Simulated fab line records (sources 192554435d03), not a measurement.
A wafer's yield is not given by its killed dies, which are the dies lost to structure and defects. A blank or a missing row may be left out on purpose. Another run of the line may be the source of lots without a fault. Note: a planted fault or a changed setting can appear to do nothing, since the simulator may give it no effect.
fab line records + flow n5-finfet
record
- lots=6
- wafers=18
- last-day=18
route steps=1938 shown BEOL_M3@990 BEOL_M4@1111 PASSIVATION@1936
lots that met no fault: from a run of the same line without faults
start-h: start of the lot's first displayed wafer, in hours after the record's first day + wait-h: time in hours since the lot's previous step + " unchanged from the row above + L1.1+2: a row that stands for several wafers + - either no value or no given start + * or withheld: withheld + < > ~ a bound
route shown NAME@n: names a module that has steps shown in the file, with the first one's number in the route + usual: mean/standard deviation taken from wafers without a fault + same: alike in all rows + chamber/n: place in a boat + sites: readings site by site + _std_site: standard deviation of those values + _edge_site: inner sites' mean taken away from outer sites' mean + radius-mm: how far each site lies from the wafer's centre + mask NAME#n: copy n + behind: the last tool/chamber to shape the wafer + hold: why the lot was held/for how many hours/how that ended + device: whichever transistor did not switch (one of n, p or np) + end of line: the tests these same wafers got at the end of their route + for a step that has no rows: nothing shown but its recipe + killed: not the wafer's yield, but the dies lost to structure and defects at the first sort + map: shows each die of a wafer: x if killed, . if not, _ if none is there
set.NAME: the setting that was run; set.NAME@STEP: the one run at that earlier step + model.NAME: the simulator's own value behind a step, which no gauge read
certain route steps with their lots: each step a table, each wafer a row
## steps
# step N5_BEOL_M3_PRE_CLEAN_45
# recipe
- gas=H2/He
- time-s=30
- temp-c=250
# usual
- heater-power-w=324/33
- susceptor-temp-C=250.00/0.15
| lot.wafer | tool           | chamber | start-h | wait-h | heater-power-w | susceptor-temp-C |
|-----------|----------------|---------|---------|--------|----------------|------------------|
| L564.1    | pvd-sputter-01 | -       | 176.00  | 0.0    | 368            | 250.20           |
| L564.4    | "              | -       | "       | "      | 330            | 250.15           |
| L564.5    | "              | -       | "       | "      | 301            | 249.81           |
| L567.2    | pvd-sputter-03 | -       | 216.65  | 0.0    | 281            | 250.28           |
| L567.3    | "              | -       | "       | "      | 283            | 250.00           |
| L567.6    | "              | -       | "       | "      | 287            | 249.86           |
| L569.1    | pvd-sputter-02 | -       | 228.02  | 0.0    | 352            | 250.11           |
| L569.3    | "              | -       | "       | "      | 337            | 249.94           |
| L569.6    | "              | -       | "       | "      | 349            | 250.01           |
| L577.3    | pvd-sputter-01 | -       | 273.35  | 0.0    | 290            | 250.13           |
| L577.4    | "              | -       | "       | "      | 367            | 249.69           |
| L577.6    | "              | -       | "       | "      | 366            | 249.78           |
| L578.1    | pvd-sputter-03 | -       | 273.70  | 0.0    | 379            | 249.90           |
| L578.2    | "              | -       | "       | "      | 277            | 249.93           |
| L578.5    | "              | -       | "       | "      | 279            | 250.25           |
| L581.1    | pvd-sputter-02 | -       | 291.12  | 0.0    | 334            | 250.15           |
| L581.5    | "              | -       | "       | "      | 273            | 250.12           |
| L581.6    | "              | -       | "       | "      | 333            | 250.24           |
# step N5_BEOL_M3_ALD_84
# recipe
- material=TaN
- target-thk-a=*
- temp-c=275
- ald-precursor-family=PDMAT
- ald-co-reactant=NH3
- pressure-torr=3
- carrier-flow-sccm=1500
- pulse-time-s=2
- purge-time-s=3
- co-reactant-purge-time-s=2
- co-reactant-pulse-time-s=3
- ald-cycles=30
- precursor-vessel-temp-c=75
- precursor-vessel-pressure-torr=26.25
- precursor-vessel-carrier-sccm=1000
# step N5_BEOL_M3_SURFACE_TREAT_85
# recipe
- gas=Ar
- time-s=*
- ion-energy-ev=*
- ion-current-ma-cm2=0.5
- pressure-mtorr=*
- ar-flow-sccm=30
# usual
- throttle-valve-pct=*
| lot.wafer | tool           | chamber | start-h | wait-h | throttle-valve-pct |
|-----------|----------------|---------|---------|--------|--------------------|
| L564.1    | pvd-sputter-03 | -       | 176.33  | 0.2    | *                  |
| L564.4    | "              | -       | "       | "      | *                  |
| L564.5    | "              | -       | "       | "      | *                  |
| L567.2    | pvd-sputter-03 | -       | 217.01  | 0.2    | *                  |
| L567.3    | "              | -       | "       | "      | *                  |
| L567.6    | "              | -       | "       | "      | *                  |
| L569.1    | pvd-sputter-02 | -       | 228.38  | 0.2    | *                  |
| L569.3    | "              | -       | "       | "      | *                  |
| L569.6    | "              | -       | "       | "      | *                  |
| L577.3    | pvd-sputter-03 | -       | 273.78  | 0.2    | *                  |
| L577.4    | "              | -       | "       | "      | *                  |
| L577.6    | "              | -       | "       | "      | *                  |
| L578.1    | pvd-sputter-01 | -       | 274.01  | 0.1    | *                  |
| L578.2    | "              | -       | "       | "      | *                  |
| L578.5    | "              | -       | "       | "      | *                  |
| L581.1    | pvd-sputter-03 | -       | 291.40  | 0.1    | *                  |
| L581.5    | "              | -       | "       | "      | *                  |
| L581.6    | "              | -       | "       | "      | *                  |
# step N5_BEOL_M3_CVD_47
# recipe
- material=Co
- target-thk-a=30
- temp-c=withheld
- precursor=CCTBA/H2
- pressure-torr=30
- time-s=223.8
# step N5_BEOL_M3_SPUTTER_48
# recipe
- material=Cu
- target-thk-a=45
- temp-c=-20
- chamber-pressure-pa=0.07
- power-w=withheld
- time-s=8.29
# usual
- chamber-pressure-pa=0.06999/0.00016
- chuck-gas-flow-sccm=1.26/0.052
- susceptor-temp-C=-19.98/0.11
- throttle-valve-pct=29.9/1.1
| lot.wafer | tool           | chamber | start-h | wait-h | chamber-pressure-pa | chuck-gas-flow-sccm | susceptor-temp-C | throttle-valve-pct |
|-----------|----------------|---------|---------|--------|---------------------|---------------------|------------------|--------------------|
| L564.1    | pvd-sputter-01 | -       | 178.19  | 1.6    | 0.0699              | 1.20                | -20.04           | 30.8               |
| L564.4    | "              | -       | "       | "      | 0.06987             | 1.19                | -19.97           | 29.7               |
| L564.5    | "              | -       | "       | "      | 0.06996             | 1.22                | -19.91           | 30.1               |
| L567.2    | pvd-sputter-02 | -       | 217.30  | 0.2    | 0.07009             | 1.28                | -20.06           | 29.4               |
| L567.3    | "              | -       | "       | "      | 0.07006             | 1.28                | -20.04           | 31.4               |
| L567.6    | "              | -       | "       | "      | 0.06985             | 1.29                | -20.14           | 31.5               |
| L569.1    | pvd-sputter-01 | -       | 228.73  | 0.2    | 0.06976             | 1.25                | -19.98           | 31.0               |
| L569.3    | "              | -       | "       | "      | 0.06992             | 1.26                | -19.89           | 29.9               |
| L569.6    | "              | -       | "       | "      | 0.0701              | 1.22                | -19.99           | 30.9               |
| L577.3    | pvd-sputter-02 | -       | 274.07  | 0.1    | 0.06973             | 1.30                | -20.02           | 29.7               |
| L577.4    | "              | -       | "       | "      | 0.07018             | 1.20                | -19.98           | 28.8               |
| L577.6    | "              | -       | "       | "      | 0.07011             | 1.31                | -19.99           | 31.4               |
| L578.1    | pvd-sputter-01 | -       | 274.57  | 0.4    | 0.06984             | 1.24                | -19.97           | 29.9               |
| L578.2    | "              | -       | "       | "      | 0.07007             | 1.24                | -20.02           | 29.9               |
| L578.5    | "              | -       | "       | "      | 0.07016             | 1.28                | -20.04           | 31.0               |
| L581.1    | pvd-sputter-01 | -       | 291.65  | 0.1    | 0.07043             | 1.29                | -19.68           | 29.9               |
| L581.5    | "              | -       | "       | "      | 0.07012             | 1.27                | -19.77           | 30.8               |
| L581.6    | "              | -       | "       | "      | 0.07005             | 1.24                | -20.05           | 29.6               |
# step N5_BEOL_M3_ANNEAL_49
# recipe
- temp-c=400
- time-s=240
- ambient=vacuum
# step N5_BEOL_M3_SPUTTER_79
# recipe
- material=Cu
- target-thk-a=45
- temp-c=-20
- chamber-pressure-pa=0.07
- power-w=withheld
- time-s=8.29
# step N5_BEOL_M3_ANNEAL_80
# recipe
- temp-c=400
- time-s=240
- ambient=vacuum
# usual
- heater-power-w=809/84
- susceptor-temp-C=400.01/0.24
| lot.wafer | tool           | chamber | start-h | wait-h | heater-power-w | susceptor-temp-C |
|-----------|----------------|---------|---------|--------|----------------|------------------|
| L564.1    | pvd-sputter-01 | -       | 178.53  | 0.0    | 932            | 400.24           |
| L564.4    | "              | -       | "       | "      | 732            | 400.46           |
| L564.5    | "              | -       | "       | "      | 744            | 400.55           |
| L567.2    | pvd-sputter-02 | -       | 217.60  | 0.0    | 818            | 399.68           |
| L567.3    | "              | -       | "       | "      | 694            | 400.18           |
| L567.6    | "              | -       | "       | "      | 673            | 400.43           |
| L569.1    | pvd-sputter-01 | -       | 229.03  | 0.0    | 907            | 399.87           |
| L569.3    | "              | -       | "       | "      | 755            | 399.84           |
| L569.6    | "              | -       | "       | "      | 922            | 399.63           |
| L577.3    | pvd-sputter-02 | -       | 274.37  | 0.0    | 839            | 400.15           |
| L577.4    | "              | -       | "       | "      | 884            | 399.95           |
| L577.6    | "              | -       | "       | "      | 694            | 400.21           |
| L578.1    | pvd-sputter-01 | -       | 274.87  | 0.0    | 740            | 399.74           |
| L578.2    | "              | -       | "       | "      | 800            | 400.02           |
| L578.5    | "              | -       | "       | "      | 925            | 400.19           |
| L581.1    | pvd-sputter-01 | -       | 291.95  | 0.0    | 734            | 399.74           |
| L581.5    | "              | -       | "       | "      | 942            | 400.02           |
| L581.6    | "              | -       | "       | "      | 804            | 399.81           |
# step N5_BEOL_M3_SPUTTER_81
# recipe
- material=Cu
- target-thk-a=45
- temp-c=-20
- chamber-pressure-pa=0.07
- power-w=withheld
- time-s=8.29
# step N5_BEOL_M3_ANNEAL_82
# recipe
- temp-c=400
- time-s=240
- ambient=vacuum
# step N5_BEOL_M3_SPUTTER_86
# recipe
- material=Cu
- target-thk-a=45
- temp-c=-20
- chamber-pressure-pa=0.07
- power-w=withheld
- time-s=8.29
# usual
- chamber-pressure-pa=0.07/0.00013
- chuck-gas-flow-sccm=1.26/0.052
- susceptor-temp-C=-20.00/0.12
- throttle-valve-pct=30.0/1.1
| lot.wafer | tool           | chamber | start-h | wait-h | chamber-pressure-pa | chuck-gas-flow-sccm | susceptor-temp-C | throttle-valve-pct |
|-----------|----------------|---------|---------|--------|---------------------|---------------------|------------------|--------------------|
| L564.1    | pvd-sputter-01 | -       | 178.94  | 0.1    | 0.06986             | 1.19                | -20.14           | 30.9               |
| L564.4    | "              | -       | "       | "      | 0.06999             | 1.18                | -19.99           | 29.7               |
| L564.5    | "              | -       | "       | "      | 0.07013             | 1.33                | -19.95           | 30.0               |
| L567.2    | pvd-sputter-02 | -       | 217.96  | 0.1    | 0.06999             | 1.25                | -19.90           | 29.8               |
| L567.3    | "              | -       | "       | "      | 0.06998             | 1.25                | -20.27           | 31.4               |
| L567.6    | "              | -       | "       | "      | 0.06999             | 1.32                | -20.06           | 31.3               |
| L569.1    | pvd-sputter-01 | -       | 229.39  | 0.1    | 0.06991             | 1.29                | -20.10           | 31.3               |
| L569.3    | "              | -       | "       | "      | 0.07015             | 1.33                | -19.87           | 29.9               |
| L569.6    | "              | -       | "       | "      | 0.06984             | 1.29                | -20.09           | 31.0               |
| L577.3    | pvd-sputter-02 | -       | 274.73  | 0.1    | 0.06965             | 1.27                | -19.97           | 29.5               |
| L577.4    | "              | -       | "       | "      | 0.0701              | 1.14                | -20.08           | 28.5               |
| L577.6    | "              | -       | "       | "      | 0.06991             | 1.22                | -20.11           | 31.4               |
| L578.1    | pvd-sputter-01 | -       | 275.23  | 0.1    | 0.07029             | 1.21                | -20.17           | 29.9               |
| L578.2    | "              | -       | "       | "      | 0.07003             | 1.25                | -20.07           | 29.8               |
| L578.5    | "              | -       | "       | "      | 0.06998             | 1.24                | -20.07           | 31.0               |
| L581.1    | pvd-sputter-01 | -       | 292.31  | 0.1    | 0.07002             | 1.26                | -20.08           | 30.0               |
| L581.5    | "              | -       | "       | "      | 0.06979             | 1.19                | -19.93           | 31.0               |
| L581.6    | "              | -       | "       | "      | 0.06988             | 1.32                | -19.95           | 29.7               |
# step N5_BEOL_M3_ANNEAL_87
# recipe
- temp-c=400
- time-s=240
- ambient=vacuum
# step N5_BEOL_M3_SPUTTER_88
# recipe
- material=Cu
- target-thk-a=45
- temp-c=-20
- chamber-pressure-pa=0.07
- power-w=withheld
- time-s=8.29
# usual
- chamber-pressure-pa=0.07/0.00013
- chuck-gas-flow-sccm=1.26/0.048
- susceptor-temp-C=-20.01/0.098
- throttle-valve-pct=29.9/1.1
| lot.wafer | tool           | chamber | start-h | wait-h | chamber-pressure-pa | chuck-gas-flow-sccm | susceptor-temp-C | throttle-valve-pct |
|-----------|----------------|---------|---------|--------|---------------------|---------------------|------------------|--------------------|
| L564.1    | pvd-sputter-01 | -       | 179.18  | 0.1    | 0.06994             | 1.27                | -20.02           | 31.3               |
| L564.4    | "              | -       | "       | "      | 0.07013             | 1.17                | -19.94           | 29.8               |
| L564.5    | "              | -       | "       | "      | 0.07004             | 1.31                | -19.98           | 29.9               |
| L567.2    | pvd-sputter-02 | -       | 218.18  | 0.1    | -                   | -                   | -                | -                  |
| L567.3    | "              | -       | "       | "      | -                   | -                   | -                | -                  |
| L567.6    | "              | -       | "       | "      | -                   | -                   | -                | -                  |
| L569.1    | pvd-sputter-01 | -       | 229.61  | 0.1    | -                   | -                   | -                | -                  |
| L569.3    | "              | -       | "       | "      | -                   | -                   | -                | -                  |
| L569.6    | "              | -       | "       | "      | -                   | -                   | -                | -                  |
| L577.3    | pvd-sputter-02 | -       | 274.95  | 0.1    | 0.0702              | 1.27                | -20.06           | 29.7               |
| L577.4    | "              | -       | "       | "      | 0.06992             | 1.25                | -19.93           | 28.6               |
| L577.6    | "              | -       | "       | "      | 0.07017             | 1.29                | -20.07           | 31.5               |
| L578.1    | pvd-sputter-01 | -       | 275.45  | 0.1    | 0.06999             | 1.21                | -20.10           | 30.1               |
| L578.2    | "              | -       | "       | "      | 0.06996             | 1.24                | -20.00           | 29.7               |
| L578.5    | "              | -       | "       | "      | 0.07006             | 1.29                | -20.24           | 31.0               |
| L581.1    | pvd-sputter-01 | -       | 292.53  | 0.1    | 0.06991             | 1.35                | -19.96           | 29.8               |
| L581.5    | "              | -       | "       | "      | 0.07019             | 1.33                | -20.19           | 30.7               |
| L581.6    | "              | -       | "       | "      | 0.07003             | 1.26                | -19.92           | 29.8               |
# step N5_BEOL_M3_ANNEAL_89
# recipe
- temp-c=400
- time-s=240
- ambient=vacuum
# step N5_BEOL_M4_RC_MEAS_101
# usual
- DIBL_N=37.5/2.5
- DIBL_P=38/3.1
- IOFF_N=0.19/0.059
- IOFF_P=0.24/0.061
- ION_N=679/16
- ION_P=465/9.8
- SS_N=72.0/0.8
- SS_P=73.7/0.86
- VT_N=248/4.5
- VT_P=-249/3.5
| lot.wafer | tool      | chamber | start-h | wait-h | DIBL_N[mV/V] | DIBL_P[mV/V] | IOFF_N[nA/um] | IOFF_P[nA/um] | ION_N[uA/um] | ION_P[uA/um] | SS_N[mV/dec] | SS_P[mV/dec] | VT_N[mV] | VT_P[mV] |
|-----------|-----------|---------|---------|--------|--------------|--------------|---------------|---------------|--------------|--------------|--------------|--------------|----------|----------|
| L564.1    | prober-02 | 0       | 191.79  | 0.0    | 36.9         | 36           | 0.16          | 0.21          | 679          | 465          | 70.7         | 72.8         | 249      | -249     |
| L564.4    | "         | 0       | "       | "      | 33.8         | 34           | 0.12          | 0.18          | 648          | 452          | 70.1         | 72.9         | 254      | -251     |
| L564.5    | "         | 0       | "       | "      | 33.0         | 32           | 0.11          | 0.16          | 653          | 453          | 70.1         | 72.5         | 255      | -252     |
| L567.2    | prober-01 | 0       | 237.33  | 0.3    | 40.9         | 42           | 0.24          | 0.29          | 709          | 475          | 72.3         | 74.6         | 245      | -246     |
| L567.3    | "         | 0       | "       | "      | 38.2         | 40           | 0.16          | 0.25          | 674          | 468          | 71.6         | 74.8         | 251      | -248     |
| L567.6    | "         | 0       | "       | "      | 38.0         | 39           | 0.17          | 0.25          | 687          | 469          | 71.9         | 73.7         | 250      | -245     |
| L569.1    | prober-01 | 0       | 251.41  | 0.0    | 34.7         | 36           | 0.16          | 0.24          | 683          | 473          | 71.0         | 73.0         | 247      | -246     |
| L569.3    | "         | 0       | "       | "      | 38.7         | 41           | 0.25          | 0.35          | 710          | 487          | 72.4         | 74.7         | 241      | -242     |
| L569.6    | "         | 0       | "       | "      | 34.1         | 35           | 0.15          | 0.22          | 683          | 476          | 71.6         | 73.2         | 248      | -249     |
| L577.3    | prober-02 | 0       | 284.50  | 0.3    | 38.0         | 37           | 0.21          | 0.24          | 709          | 485          | 72.1         | 73.5         | 244      | -247     |
| L577.4    | "         | 0       | "       | "      | 37.5         | 36           | 0.19          | 0.23          | 665          | 453          | 71.9         | 73.7         | 248      | -248     |
| L577.6    | "         | 0       | "       | "      | 41.0         | 39           | 0.30          | 0.28          | 675          | 459          | 74.9         | 75.2         | 246      | -246     |
| L578.1    | prober-02 | 0       | 287.84  | 0.0    | 35.9         | 35           | 0.16          | 0.20          | 680          | 467          | 71.3         | 72.4         | 251      | -252     |
| L578.2    | "         | 0       | "       | "      | 39.5         | 39           | 0.25          | 0.27          | 697          | 469          | 72.4         | 74.1         | 241      | -250     |
| L578.5    | "         | 0       | "       | "      | 37.6         | 37           | 0.19          | 0.24          | 690          | 466          | 71.6         | 73.2         | 246      | -247     |
| L581.1    | prober-02 | 0       | 311.96  | 0.0    | 37.4         | 39           | 0.18          | 0.22          | 683          | 461          | 72.1         | 73.8         | 248      | -250     |
| L581.5    | "         | 0       | "       | "      | 33.9         | 35           | 0.13          | 0.18          | 666          | 458          | 71.2         | 73.1         | 251      | -252     |
| L581.6    | "         | 0       | "       | "      | 38.7         | 41           | 0.22          | 0.27          | 686          | 469          | 72.9         | 74.3         | 249      | -248     |
# step N5_PASSIVATION_PROBE_49
# usual
- defect-limited-yield=91.0/1.4
- killed_at_M0_to_M3=35/10
- killed_at_M4_up=14/5.5
- killed-at-contacts=13/5.6
- killed-at-front-end=41/11
- killed-at-other=4/3.4
- killed-dies=106/16
- killed-on-rim=13/4
- killed-open=68/12
- killed-short=35/7.3
- sort_bin_4_leakage=0.3/2.1
- sort_bin_5_function=5.3/0.89
- sort_bin_6_memory=3.4/0.67
- sort-n-pass=1070/28
- sort-yield-pct=90.7/2.4
# same
- gross-dies=1180
- killed-at-back-side=0
- sort_bin_8_speed[%]=0
| lot.wafer | tool      | chamber | start-h | wait-h | defect-limited-yield[%] | killed_at_M0_to_M3 | killed_at_M4_up | killed-at-contacts | killed-at-front-end | killed-at-other | killed-dies | killed-on-rim | killed-open | killed-short | sort_bin_4_leakage[%] | sort_bin_5_function[%] | sort_bin_6_memory[%] | sort-n-pass | sort-yield-pct[%] |
|-----------|-----------|---------|---------|--------|-------------------------|--------------------|-----------------|--------------------|---------------------|-----------------|-------------|---------------|-------------|--------------|-----------------------|------------------------|----------------------|-------------|-------------------|
| L564.1    | prober-02 | -       | 307.32  | 0.0    | 91.2                    | 8                  | 14              | 15                 | 62                  | 5               | 104         | 8             | 70          | 32           | 0                     | 5.1                    | 3.4                  | 1076        | 91.2              |
| L564.4    | prober-02 | -       | 307.47  | 0.2    | 92.3                    | 22                 | 7               | 18                 | 42                  | 2               | 91          | 9             | 54          | 28           | 0                     | 3.6                    | 3.1                  | 1089        | 92.3              |
| L564.5    | prober-02 | -       | 307.52  | 0.2    | 93.0                    | 14                 | 4               | 12                 | 46                  | 7               | 83          | 12            | 46          | 31           | 0                     | 4.7                    | 2.1                  | 1097        | 93.0              |
| L567.2    | prober-02 | -       | 350.57  | 0.1    | 92.0                    | 39                 | 11              | 12                 | 32                  | 0               | 94          | 15            | 57          | 32           | 0                     | 5.3                    | 2.2                  | 1086        | 92.0              |
| L567.3    | prober-02 | -       | 350.62  | 0.1    | 88.8                    | 48                 | 15              | 4                  | 60                  | 5               | 132         | 13            | 78          | 46           | 0                     | 6.2                    | 4.1                  | 1048        | 88.8              |
| L567.6    | prober-02 | -       | 350.77  | 0.3    | 88.1                    | 63                 | 24              | 11                 | 33                  | 9               | 140         | 16            | 90          | 41           | 0                     | 6.8                    | 4.7                  | 1040        | 88.1              |
| L569.1    | prober-02 | -       | 372.00  | 0.0    | 89.8                    | 35                 | 31              | 11                 | 38                  | 5               | 120         | 12            | 72          | 32           | 0                     | 6.5                    | 3.2                  | 1060        | 89.8              |
| L569.3    | prober-02 | -       | 372.10  | 0.1    | 92.1                    | 20                 | 34              | 12                 | 24                  | 3               | 93          | 11            | 62          | 25           | 0                     | 4.7                    | 3.1                  | 1087        | 92.1              |
| L569.6    | prober-02 | -       | 372.25  | 0.3    | 89.8                    | 52                 | 24              | 17                 | 25                  | 2               | 120         | 18            | 68          | 41           | 0                     | 6.4                    | 3.3                  | 1060        | 89.8              |
| L577.3    | prober-01 | -       | 398.13  | 0.1    | 91.7                    | 27                 | 12              | 3                  | 46                  | 10              | 98          | 13            | 56          | 40           | 0                     | 4.7                    | 3.0                  | 1082        | 91.7              |
| L577.4    | prober-01 | -       | 398.18  | 0.2    | 92.3                    | 26                 | 14              | 12                 | 34                  | 5               | 91          | 7             | 56          | 31           | 0                     | 4.5                    | 3.0                  | 1089        | 92.3              |
| L577.6    | prober-01 | -       | 398.28  | 0.3    | 92.9                    | 10                 | 19              | 9                  | 36                  | 10              | 84          | 5             | 45          | 36           | 0.8                   | 4.7                    | 2.0                  | 1086        | 92.0              |
| L578.1    | prober-02 | -       | 403.02  | 0.0    | 92.5                    | 29                 | 8               | 8                  | 40                  | 4               | 89          | 9             | 56          | 31           | 0                     | 4.4                    | 2.8                  | 1091        | 92.5              |
| L578.2    | prober-02 | -       | 403.07  | 0.1    | 92.3                    | 23                 | 11              | 8                  | 40                  | 9               | 91          | 13            | 65          | 26           | 0                     | 4.7                    | 2.8                  | 1089        | 92.3              |
| L578.5    | prober-02 | -       | 403.22  | 0.2    | 91.6                    | 40                 | 14              | 5                  | 36                  | 4               | 99          | 15            | 58          | 38           | 0                     | 5.5                    | 2.6                  | 1081        | 91.6              |
| L581.1    | prober-01 | -       | 424.41  | 0.0    | 90.0                    | 39                 | 10              | 16                 | 47                  | 6               | 118         | 19            | 76          | 36           | 0                     | 5.9                    | 3.6                  | 1062        | 90.0              |
| L581.5    | prober-01 | -       | 424.61  | 0.2    | 91.0                    | 40                 | 14              | 10                 | 34                  | 8               | 106         | 14            | 67          | 34           | 0                     | 5.5                    | 3.2                  | 1074        | 91.0              |
| L581.6    | prober-01 | -       | 424.66  | 0.3    | 91.2                    | 35                 | 18              | 15                 | 34                  | 2               | 104         | 9             | 69          | 31           | 0                     | 5.3                    | 3.0                  | 1076        | 91.2              |
# killed by level:class
L564.1 FIN_SAQP:geometric-particle:short=14 STI_FIN_REVEAL:geometric-particle:open=13 MOL_CONTACT_COAG:geometric-particle:open=13 FIN_SAQP:geometric-particle:open=12 BEOL_M4:geometric-particle:open=6 GATE_CUT:geometric-particle:open=5 STARTING-WAFER:geometric-particle:open=5 DUMMY_GATE:geometric-particle:open=3
L564.4 MOL_CONTACT_COAG:geometric-particle:open=15 BEOL_M0_SAQP:geometric-particle:short=8 FIN_SAQP:geometric-particle:short=7 STI_FIN_REVEAL:geometric-particle:open=7 HKMG_FIN:area-etch=7 BEOL_M2:geometric-particle:open=6 GATE_CUT:geometric-particle:open=6 FIN_SAQP:geometric-particle:open=4
L564.5 MOL_CONTACT_COAG:geometric-particle:open=10 FIN_SAQP:geometric-particle:short=8 STI_FIN_REVEAL:geometric-particle:open=8 GATE_CUT:geometric-particle:short=7 FIN_SAQP:geometric-particle:open=6 GATE_CUT:geometric-particle:open=5 BEOL_M2:geometric-particle:short=4 DUMMY_GATE:geometric-particle:open=3
L567.2 BEOL_M1:geometric-particle:open=10 BEOL_M0_SAQP:geometric-particle:short=10 MOL_CONTACT_COAG:geometric-particle:open=9 FIN_SAQP:geometric-particle:short=8 FIN_SAQP:geometric-particle:open=7 STI_FIN_REVEAL:geometric-particle:open=6 BEOL_M0_SAQP:geometric-particle:open=6 BEOL_M2:geometric-particle:open=5
L567.3 STI_FIN_REVEAL:geometric-particle:open=13 BEOL_M1:geometric-particle:open=12 FIN_SAQP:geometric-particle:open=11 FIN_SAQP:geometric-particle:short=11 BEOL_M0_SAQP:geometric-particle:short=10 DUMMY_GATE:geometric-particle:open=6 BEOL_M0_SAQP:geometric-particle:open=6 BEOL_M2:geometric-particle:open=6
L567.6 BEOL_M1:geometric-particle:open=21 MOL_CONTACT_COAG:geometric-particle:open=10 BEOL_M0_SAQP:geometric-particle:open=10 BEOL_M0_SAQP:geometric-particle:short=9 FIN_SAQP:geometric-particle:short=8 BEOL_M1:geometric-particle:short=8 BEOL_M5:geometric-particle:open=7 BEOL_M4:geometric-particle:open=6
L569.1 BEOL_M4:geometric-particle:open=13 FIN_SAQP:geometric-particle:short=8 DUMMY_GATE:geometric-particle:open=8 MOL_CONTACT_COAG:geometric-particle:open=7 BEOL_M0_SAQP:geometric-particle:open=6 BEOL_M3:interface-void-opened=6 STI_FIN_REVEAL:geometric-particle:open=5 ILD0:geometric-particle:short=5
L569.3 BEOL_M4:geometric-particle:open=12 MOL_CONTACT_COAG:geometric-particle:open=10 DUMMY_GATE:geometric-particle:open=6 BEOL_M7:geometric-particle:open=6 BEOL_M8:geometric-particle:open=5 BEOL_M0_SAQP:geometric-particle:open=5 BEOL_M3:interface-void-opened=5 FIN_SAQP:geometric-particle:open=3
L569.6 BEOL_M4:geometric-particle:open=14 MOL_CONTACT_COAG:geometric-particle:open=12 BEOL_M0_SAQP:geometric-particle:short=12 BEOL_M1:geometric-particle:open=9 STI_FIN_REVEAL:geometric-particle:open=7 BEOL_M3:interface-void-opened=7 GATE_CUT:geometric-particle:short=6 MOL_CONTACT_COAG:geometric-particle:short=5
L577.3 BEOL_M0_SAQP:geometric-particle:open=15 GATE_CUT:geometric-particle:short=13 STI_FIN_REVEAL:geometric-particle:open=7 BEOL_M0_SAQP:geometric-particle:short=7 FIN_SAQP:geometric-particle:short=5 BEOL_M5:geometric-particle:short=5 PASS1_DEP:geometric-particle:open=5 FIN_SAQP:geometric-particle:open=4
L577.4 MOL_CONTACT_COAG:geometric-particle:open=10 BEOL_M0_SAQP:geometric-particle:open=9 STI_FIN_REVEAL:geometric-particle:open=6 FIN_SAQP:geometric-particle:short=5 FIN_SAQP:geometric-particle:open=4 GATE_CUT:geometric-particle:short=4 BEOL_M2:geometric-particle:open=4 BEOL_M3:geometric-particle:open=4
L577.6 GATE_CUT:geometric-particle:short=9 MOL_CONTACT_COAG:geometric-particle:open=7 FIN_SAQP:geometric-particle:short=5 BEOL_M4:geometric-particle:short=5 PASS1_DEP:geometric-particle:short=5 STARTING-WAFER:geometric-particle:open=5 DUMMY_GATE:geometric-particle:open=4 BEOL_M7:geometric-particle:open=3
L578.1 FIN_SAQP:geometric-particle:short=13 FIN_SAQP:geometric-particle:open=9 GATE_CUT:geometric-particle:open=6 MOL_CONTACT_COAG:geometric-particle:open=6 BEOL_M2:geometric-particle:open=6 BEOL_M0_SAQP:geometric-particle:short=5 BEOL_M0:geometric-particle:open=4 BEOL_M3:geometric-particle:open=4
L578.2 FIN_SAQP:geometric-particle:open=15 FIN_SAQP:geometric-particle:short=9 MOL_CONTACT_COAG:geometric-particle:open=8 BEOL_M0_SAQP:geometric-particle:open=7 BEOL_M3:geometric-particle:open=5 BEOL_M4:geometric-particle:open=4 STI_FIN_REVEAL:geometric-particle:open=3 STI_FIN_REVEAL:geometric-particle:short=3
L578.5 BEOL_M2:geometric-particle:open=12 FIN_SAQP:geometric-particle:short=8 STI_FIN_REVEAL:geometric-particle:open=7 BEOL_M0_SAQP:geometric-particle:short=7 BEOL_M4:geometric-particle:open=7 BEOL_M3:geometric-particle:open=5 FIN_SAQP:geometric-particle:open=4 GATE_CUT:geometric-particle:short=4
L581.1 MOL_CONTACT_COAG:geometric-particle:open=13 BEOL_M3:geometric-particle:open=9 STI_FIN_REVEAL:geometric-particle:open=7 FIN_SAQP:geometric-particle:open=6 ILD0:geometric-particle:short=5 BEOL_M1:geometric-particle:open=5 FIN_SAQP:geometric-particle:short=4 DUMMY_GATE:geometric-particle:open=4
L581.5 BEOL_M3:geometric-particle:open=9 FIN_SAQP:geometric-particle:open=8 MOL_CONTACT_COAG:geometric-particle:open=8 BEOL_M0_SAQP:geometric-particle:open=7 BEOL_M1:geometric-particle:open=6 ILD0:geometric-particle:short=5 BEOL_M0_SAQP:geometric-particle:short=5 BEOL_M2:geometric-particle:open=5
L581.6 MOL_CONTACT_COAG:geometric-particle:open=13 BEOL_M3:geometric-particle:open=12 GATE_CUT:geometric-particle:open=7 GATE_CUT:geometric-particle:short=6 BEOL_M0_SAQP:geometric-particle:short=5 BEOL_M4:geometric-particle:open=5 STI_FIN_REVEAL:geometric-particle:open=4 ILD0:geometric-particle:open=4
## key
first-sign
- step=N5_BEOL_M3_SPUTTER_88
- reading=tool-record
- direction=missing
effect none on later readings
met-at N5_BEOL_M3_SPUTTER_88
struck-wafers L567.2,L567.3,L567.6,L569.1,L569.3,L569.6
onset-between 179.18 218.18
fault
- kind=skipped-step-whole
- tool=pvd-sputter-01,pvd-sputter-02
- chamber=-
- onset-h=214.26
- steps=N5_BEOL_M3_SPUTTER_88
- scope=struck-lots-only
